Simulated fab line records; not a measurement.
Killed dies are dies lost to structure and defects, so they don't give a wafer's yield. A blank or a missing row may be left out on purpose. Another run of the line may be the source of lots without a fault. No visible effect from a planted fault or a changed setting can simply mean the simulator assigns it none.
Comparing a struck lot with a sound one | flow n5_finfet | 40 steps out of a route of 1938
Sound: wafers L167.1, L167.2, L167.3. Struck: wafers L173.3, L173.4, L173.5. The cause is given at the end.
Per side, at each step with rows, come the tool, then ch with its chambers, and then its first start. Under that, the readings that differ: sound wafers | struck wafers | difference of the means | sigmas: that difference in standard deviations of wafers without a fault.
alike: readings whose means differ by less than 2 such deviations, and words and numbers that are the same on both sides. not compared: withheld readings, readings that some wafer has no value for, bounds like >300 that may hide the same value, and numbers for which the record gives no deviation and whose values overlap.
A row with sigmas, a row that says differs or no value, or rows on one side alone: a step with any of these is where the two part. Numbers that don't overlap but have no deviation are shown without sigmas and don't part them. A reading that every wafer of one side lacks parts them only if that side has two wafers or more.

first, 1 step without rows for these wafers: N5_HKMG_FIN_STRIP_19 (strips in N2/H2, time 360 s).
N5_HKMG_FIN_ALD_91: deposits TiN, target thk 1 nm, pulse time 1 s, purge time 3 s.
  sound on ald_metal-03 ch 1,2,3, day 4 08:35; struck on ald_metal-02 ch 0,1,2, day 5 22:43
  alike: heater_power_w, precursor_pulse_height_rel
then, 10 steps without rows for these wafers: N5_HKMG_FIN_COAT_85 (time 60 s, resist thk 300 nm); N5_HKMG_FIN_ETCH_86 (etches SOC in N2/H2, stops on TiN, target depth 393.2 nm); N5_HKMG_FIN_STRIP_89 (strips SOC in N2/H2, time 20 s); N5_HKMG_FIN_WET_ETCH_87 (etches TiN in SC1, time 154.2 s, target depth 4.7 nm, rinse time 30 s); N5_HKMG_FIN_STRIP_88 (strips in N2/H2, time 360 s); N5_HKMG_FIN_NWFM_ALD_20 (deposits TiAlC, target thk 2 nm, pulse time 3 s, purge time 2 s); N5_HKMG_FIN_ALD_71 (deposits TiN, target thk 1 nm, pulse time 1 s, purge time 3 s); N5_HKMG_FIN_COAT_66 (time 60 s, resist thk 300 nm); N5_HKMG_FIN_ETCH_67 (etches SOC in N2/H2, stops on TiN, target depth 388.9 nm); N5_HKMG_FIN_STRIP_90 (strips SOC in N2/H2, time 20 s).
N5_HKMG_FIN_WET_ETCH_73: etches the open film in SC1, time 42.3 s, target depth 1.3 nm, rinse time 30 s.
  sound on wet_bench-04 ch 2,4,6, day 4 10:23; struck on wet_bench-06 ch 4,6,7, day 6 00:29
  alike: temp_c
then, 3 steps without rows for these wafers: N5_HKMG_FIN_ETCHBACK_68 (etches the open film in Cl2/Ar, stops on HfO2, target depth 0.5 nm); N5_HKMG_FIN_STRIP_69 (strips in N2/H2, time 360 s); N5_HKMG_FIN_ALD_21 (deposits TiN, target thk 1.5 nm, pulse time 1 s, purge time 3 s).
N5_HKMG_FIN_ALD_72: deposits W, target thk 2 nm, pulse time 1 s, purge time 2 s.
  sound on cvd_w-01 ch 0,1, day 4 11:20; struck on cvd_w-02 ch 0,1, day 6 01:27
  alike: heater_power_w, precursor_pulse_height_rel
then, 4 steps without rows for these wafers: N5_HKMG_FIN_W_FILL_22 (material W, target thk 60 nm, time 18.2 s); N5_HKMG_FIN_PRECLEAN_83 (cleans in DIW, time 57.5 s); N5_HKMG_FIN_SRD_84 (dry time 32 s); N5_HKMG_FIN_CMP_23 (polishes, stops on SiNx, t overpolish 10 s, target thk 46.326 nm).
N5_HKMG_FIN_CMP_94: polishes, stops on SiNx, t overpolish 4.7 s, target thk 43.299 nm.
  sound on cmp-03 ch 0,1,2, day 4 11:59; struck on cmp-01 ch 2,3, day 6 02:05
  alike: motor_current_A, slurry_flow_ml_min
then, 9 steps without rows for these wafers: N5_GATE_CUT_ETCHBACK_00 (etches W in SF6/Cl2); N5_GATE_CUT_ETCH_56 (etches TiN in Cl2/Ar, target depth 21.6 nm); N5_GATE_CUT_ETCHBACK_30 (etches TiN in Cl2/Ar, target depth 3 nm); N5_GATE_CUT_VAPOR_ETCH_60 (etches HfO2 in BCl3/Cl2); N5_GATE_CUT_ETCH_58 (etches SiNx in CH3F/O2, target depth 17 nm, time 128.6 s); N5_GATE_CUT_STRIP_59 (strips in N2/H2, time 20 s); N5_GATE_CUT_PRECLEAN_31 (cleans in DIW, time 300 s); N5_GATE_CUT_SRD_32 (time 30 s); N5_GATE_CUT_SAC_CAP_01 (material SiNx, target thk 24 nm, pulse time 1 s, ald cycles 480).
N5_GATE_CUT_PECVD_57: deposits SiNx from SiH4/NH3/N2, target thk 21 nm.
  sound on pecvd-03 ch 0,1,2, day 4 15:03; struck on pecvd-03 ch 0,2, day 6 05:10
  alike: heater_power_w, rf_fwd_power_W, showerhead_plenum_p_Torr, throttle_valve_pct
N5_GATE_CUT_CMP_02: polishes, stops on SiO2, t overpolish 12.7 s, target thk 0 nm.
  sound on cmp-02 ch 0,2,3, day 4 15:10; struck on cmp-04 ch 0,1,3, day 6 05:19
  alike: motor_current_A, overpolish_run_s, slurry_flow_ml_min, time_to_endpoint_s
then, 6 steps without rows for these wafers: N5_GATE_CUT_HM_DEP_46 (deposits SiO2 from TEOS/O2, target thk 130 nm, time 26.6 s); N5_GATE_CUT_COAT_34 (time 60 s, resist thk 60 nm); N5_GATE_CUT_COAT_35 (time 60 s, resist thk 10 nm); N5_GATE_CUT_COAT_27 (time 60 s, resist thk 10 nm); N5_GATE_CUT_COAT_07 (resist thk 30 nm); N5_GATE_CUT_EBR_09.
-- a jump in the record: the struck wafers' starts before and after are 8 days apart (it breaks off in module GATE_CUT and resumes in module PASSIVATION, where the first step shown is number 1936 of the route) --
N5_PASSIVATION_PROBE_49:
  record: rows for the struck wafers here (prober-01, day 14 10:33), none for the sound ones

WHERE THEY PART
Within this record, at N5_PASSIVATION_PROBE_49 only.

WHY: what had been put in by the simulator
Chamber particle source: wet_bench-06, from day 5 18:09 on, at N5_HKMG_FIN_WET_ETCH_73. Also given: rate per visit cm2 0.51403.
